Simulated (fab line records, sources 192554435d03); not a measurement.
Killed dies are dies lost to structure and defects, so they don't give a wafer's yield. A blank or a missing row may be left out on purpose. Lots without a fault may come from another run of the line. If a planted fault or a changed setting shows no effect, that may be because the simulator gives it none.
Chamber matching || flow n5_finfet || N5_FIN_SAQP_STRIP_70 on rie_diel-04 has 4 sister chambers
The step strips in N2/H2. 20 wafers are shown with their chamber, then 10 later ones without.

WAFERS, EACH WITH ITS CHAMBER
{"wafer": "L076.1", "chamber": 3, "drypump_motor_current_A (A)": 6.6, "showerhead_plenum_p_Torr (Torr)": 3.47, "oes_product_au (a.u.)": 0.76}
{"wafer": "L076.4", "chamber": 3, "drypump_motor_current_A (A)": 6.6, "showerhead_plenum_p_Torr (Torr)": 3.47, "oes_product_au (a.u.)": 0.75}
{"wafer": "L076.6", "chamber": 2, "drypump_motor_current_A (A)": 4.9, "showerhead_plenum_p_Torr (Torr)": 3.40, "oes_product_au (a.u.)": 0.79}
{"wafer": "L078.2", "chamber": 3, "drypump_motor_current_A (A)": 6.5, "showerhead_plenum_p_Torr (Torr)": 3.47, "oes_product_au (a.u.)": 0.74}
{"wafer": "L078.4", "chamber": 0, "drypump_motor_current_A (A)": 5.7, "showerhead_plenum_p_Torr (Torr)": 3.30, "oes_product_au (a.u.)": 0.69}
{"wafer": "L078.6", "chamber": 3, "drypump_motor_current_A (A)": 6.5, "showerhead_plenum_p_Torr (Torr)": 3.47, "oes_product_au (a.u.)": 0.75}
{"wafer": "L079.2", "chamber": 0, "drypump_motor_current_A (A)": 5.8, "showerhead_plenum_p_Torr (Torr)": 3.30, "oes_product_au (a.u.)": 0.70}
{"wafer": "L079.3", "chamber": 3, "drypump_motor_current_A (A)": 6.5, "showerhead_plenum_p_Torr (Torr)": 3.47, "oes_product_au (a.u.)": 0.75}
{"wafer": "L079.4", "chamber": 2, "drypump_motor_current_A (A)": 4.9, "showerhead_plenum_p_Torr (Torr)": 3.39, "oes_product_au (a.u.)": 0.78}
{"wafer": "L083.2", "chamber": 0, "drypump_motor_current_A (A)": 5.7, "showerhead_plenum_p_Torr (Torr)": 3.30, "oes_product_au (a.u.)": 0.70}
{"wafer": "L083.3", "chamber": 3, "drypump_motor_current_A (A)": 6.6, "showerhead_plenum_p_Torr (Torr)": 3.46, "oes_product_au (a.u.)": 0.73}
{"wafer": "L083.4", "chamber": 1, "drypump_motor_current_A (A)": 6.4, "showerhead_plenum_p_Torr (Torr)": 3.46, "oes_product_au (a.u.)": 0.95}
{"wafer": "L085.1", "chamber": 3, "drypump_motor_current_A (A)": 6.6, "showerhead_plenum_p_Torr (Torr)": 3.46, "oes_product_au (a.u.)": 0.74}
{"wafer": "L085.2", "chamber": 1, "drypump_motor_current_A (A)": 6.4, "showerhead_plenum_p_Torr (Torr)": 3.45, "oes_product_au (a.u.)": 0.94}
{"wafer": "L085.3", "chamber": 0, "drypump_motor_current_A (A)": 5.7, "showerhead_plenum_p_Torr (Torr)": 3.29, "oes_product_au (a.u.)": 0.69}
{"wafer": "L088.3", "chamber": 0, "drypump_motor_current_A (A)": 5.7, "showerhead_plenum_p_Torr (Torr)": 3.29, "oes_product_au (a.u.)": 0.69}
{"wafer": "L088.5", "chamber": 0, "drypump_motor_current_A (A)": 5.8, "showerhead_plenum_p_Torr (Torr)": 3.29, "oes_product_au (a.u.)": 0.68}
{"wafer": "L088.6", "chamber": 1, "drypump_motor_current_A (A)": 6.4, "showerhead_plenum_p_Torr (Torr)": 3.45, "oes_product_au (a.u.)": 0.93}
{"wafer": "L090.2", "chamber": 0, "drypump_motor_current_A (A)": 5.8, "showerhead_plenum_p_Torr (Torr)": 3.29, "oes_product_au (a.u.)": 0.68}
{"wafer": "L090.4", "chamber": 1, "drypump_motor_current_A (A)": 6.4, "showerhead_plenum_p_Torr (Torr)": 3.45, "oes_product_au (a.u.)": 0.92}

SIGNATURES (averages over the wafers above)
{"reading": "drypump_motor_current_A", "chamber 0": 5.743, "chamber 1": 6.400, "chamber 2": 4.900, "chamber 3": 6.557, "scatter within a chamber": 0.0463}
{"reading": "showerhead_plenum_p_Torr", "chamber 0": 3.2943, "chamber 1": 3.4525, "chamber 2": 3.3950, "chamber 3": 3.4671, "scatter within a chamber": 0.00524}
{"reading": "oes_product_au", "chamber 0": 0.6900, "chamber 1": 0.9350, "chamber 2": 0.7850, "chamber 3": 0.7457, "scatter within a chamber": 0.00975}
Rule: distance of a wafer from a chamber = root of the sum over the readings of ((wafer's reading minus chamber's mean) / reading's scatter) squared. If the next closest chamber is less than 2 further off than the closest, the wafer can't be placed; otherwise it belongs to the closest. The scatter: take each reading less its chamber's mean, square it, sum over the shown wafers, divide by the number of wafers less the number of chambers, and take the root.

WAFERS WITH NO CHAMBER GIVEN
{"wafer": "L090.5", "drypump_motor_current_A (A)": 6.6, "showerhead_plenum_p_Torr (Torr)": 3.46, "oes_product_au (a.u.)": 0.72}
{"wafer": "L092.1", "drypump_motor_current_A (A)": 4.9, "showerhead_plenum_p_Torr (Torr)": 3.38, "oes_product_au (a.u.)": 0.75}
{"wafer": "L092.4", "drypump_motor_current_A (A)": 4.9, "showerhead_plenum_p_Torr (Torr)": 3.38, "oes_product_au (a.u.)": 0.75}
{"wafer": "L092.6", "drypump_motor_current_A (A)": 6.6, "showerhead_plenum_p_Torr (Torr)": 3.45, "oes_product_au (a.u.)": 0.72}
{"wafer": "L095.2", "drypump_motor_current_A (A)": 6.4, "showerhead_plenum_p_Torr (Torr)": 3.45, "oes_product_au (a.u.)": 0.91}
{"wafer": "L095.3", "drypump_motor_current_A (A)": 5.8, "showerhead_plenum_p_Torr (Torr)": 3.29, "oes_product_au (a.u.)": 0.68}
{"wafer": "L095.5", "drypump_motor_current_A (A)": 6.6, "showerhead_plenum_p_Torr (Torr)": 3.45, "oes_product_au (a.u.)": 0.72}
{"wafer": "L097.1", "drypump_motor_current_A (A)": 4.9, "showerhead_plenum_p_Torr (Torr)": 3.38, "oes_product_au (a.u.)": 0.75}
{"wafer": "L097.2", "drypump_motor_current_A (A)": 5.7, "showerhead_plenum_p_Torr (Torr)": 3.29, "oes_product_au (a.u.)": 0.68}
{"wafer": "L097.4", "drypump_motor_current_A (A)": 6.6, "showerhead_plenum_p_Torr (Torr)": 3.45, "oes_product_au (a.u.)": 0.72}

CHAMBER TAKEN BY EACH
{"wafer": "L090.5", "from the rows above": 3, "in truth": 3}
{"wafer": "L092.1", "from the rows above": 2, "in truth": 2}
{"wafer": "L092.4", "from the rows above": 2, "in truth": 2}
{"wafer": "L092.6", "from the rows above": 3, "in truth": 3}
{"wafer": "L095.2", "from the rows above": 1, "in truth": 1}
{"wafer": "L095.3", "from the rows above": 0, "in truth": 0}
{"wafer": "L095.5", "from the rows above": 3, "in truth": 3}
{"wafer": "L097.1", "from the rows above": 2, "in truth": 2}
{"wafer": "L097.2", "from the rows above": 0, "in truth": 0}
{"wafer": "L097.4", "from the rows above": 3, "in truth": 3}
10 of 10 placed correctly. Number that these rows cannot place: 0. Number placed wrongly: 0.
